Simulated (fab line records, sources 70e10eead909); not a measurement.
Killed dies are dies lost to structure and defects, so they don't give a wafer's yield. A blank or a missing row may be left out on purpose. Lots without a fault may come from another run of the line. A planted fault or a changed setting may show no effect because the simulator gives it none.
A struck lot beside a sound one | flow nand_harc | 13 steps out of a route of 1302
Sound: wafers L950.3, L950.4, L950.6. Struck: wafers L957.1, L957.5. The cause comes at the end.
At each step with rows: each side's tool, then ch and its chambers, then its first start. Under that, the readings that differ: sound wafers | struck wafers | difference of the means | sigmas: that difference in standard deviations of wafers without a fault.
alike: readings whose means differ by less than 2 such deviations, and words and numbers that are the same on both sides. not compared: withheld readings, readings that some wafer has no value for, bounds like >300 that may hide the same value, and numbers for which the record gives no deviation and whose values overlap.
The two part at a step that has a row with sigmas, a row that says differs or no value, or rows on one side only. Numbers that don't overlap but have no deviation are shown without sigmas and don't part them. A reading that every wafer of one side lacks parts them only if that side has two wafers or more.

first, 6 steps without rows for these wafers: NHARC_A_STAIRCASE_SOFTBAKE_212 (time 170 s); NHARC_A_STAIRCASE_EBR_213; NHARC_A_STAIRCASE_EXPOSE_214 (exposes mask STAIR 3); NHARC_A_STAIRCASE_PEB_215 (peb time 130 s); NHARC_A_STAIRCASE_DEVELOP_216 (time 140 s); NHARC_A_STAIRCASE_HARDBAKE_218 (time 140 s).
NHARC_A_STAIRCASE_DESCUM_219: chemistry O2, time 3 s.
  sound on rie_diel-13 ch 1,2,3, day 17 19:29; struck on rie_diel-07 ch 0,2, day 20 04:49
  alike: drypump_motor_current_A, oes_product_au, rf_vpp_V, showerhead_plenum_p_Torr, throttle_valve_pct
  not compared: rf_hours_counter_h
NHARC_A_STAIRCASE_TRIM_220: chemistry O2, time 211.2 s.
  sound on rie_diel-13 ch 1,3, day 17 19:35; struck on rie_diel-07 ch 0,2, day 20 04:55
  alike: drypump_motor_current_A, oes_product_au, rf_vpp_V, run_length_s, showerhead_plenum_p_Torr, throttle_valve_pct
  not compared: rf_hours_counter_h
NHARC_A_STAIRCASE_ETCH_221: etches the open film in C4F8/O2, target depth 100 nm, time 40.5 s.
  sound on rie_diel-13 ch 1,2,3; struck on rie_diel-07 ch 1,3
  alike: oes_product_au, rf_vpp_V
  not compared: rf_hours_counter_h
then, 1 step without rows for these wafers: NHARC_A_STAIRCASE_TRIM_222 (chemistry O2, time 211.2 s).
NHARC_A_STAIRCASE_ETCH_223: etches the open film in C4F8/O2, target depth 100 nm, time 40.5 s.
  sound on rie_diel-13 ch 1,3; struck on rie_diel-07 ch 0,1
  alike: oes_product_au, rf_vpp_V
  not compared: rf_hours_counter_h
NHARC_A_STAIRCASE_TRIM_224: chemistry O2, time 211.2 s.
  sound on rie_diel-13 ch 2,3, day 17 20:01; struck on rie_diel-07 ch 1,3, day 20 05:23
  reading          | sound             | struck      | difference | sigmas
  run_length_s (s) | 232.9 232.2 232.7 | 160.0 160.1 | -72.5      | -99 or more
  alike: drypump_motor_current_A, oes_product_au, rf_vpp_V, showerhead_plenum_p_Torr, throttle_valve_pct
  not compared: rf_hours_counter_h
NHARC_A_STAIRCASE_ETCH_225: etches the open film in C4F8/O2, target depth 100 nm, time 40.5 s.
  sound on rie_diel-13 ch 0,1,2; struck on rie_diel-07 ch 3
  reading      | sound       | struck  | difference | sigmas
  rf_vpp_V (V) | 904 894 898 | 886 885 | -13        | -3
  alike: oes_product_au
  not compared: rf_hours_counter_h

WHERE THEY PART
First at NHARC_A_STAIRCASE_TRIM_224; last, within this record, at NHARC_A_STAIRCASE_ETCH_225.

WHY: what the simulator had put in
Process parameter drift: rie_diel-07, from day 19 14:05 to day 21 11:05, at NHARC_A_STAIRCASE_TRIM_224. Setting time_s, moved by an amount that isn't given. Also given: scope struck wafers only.
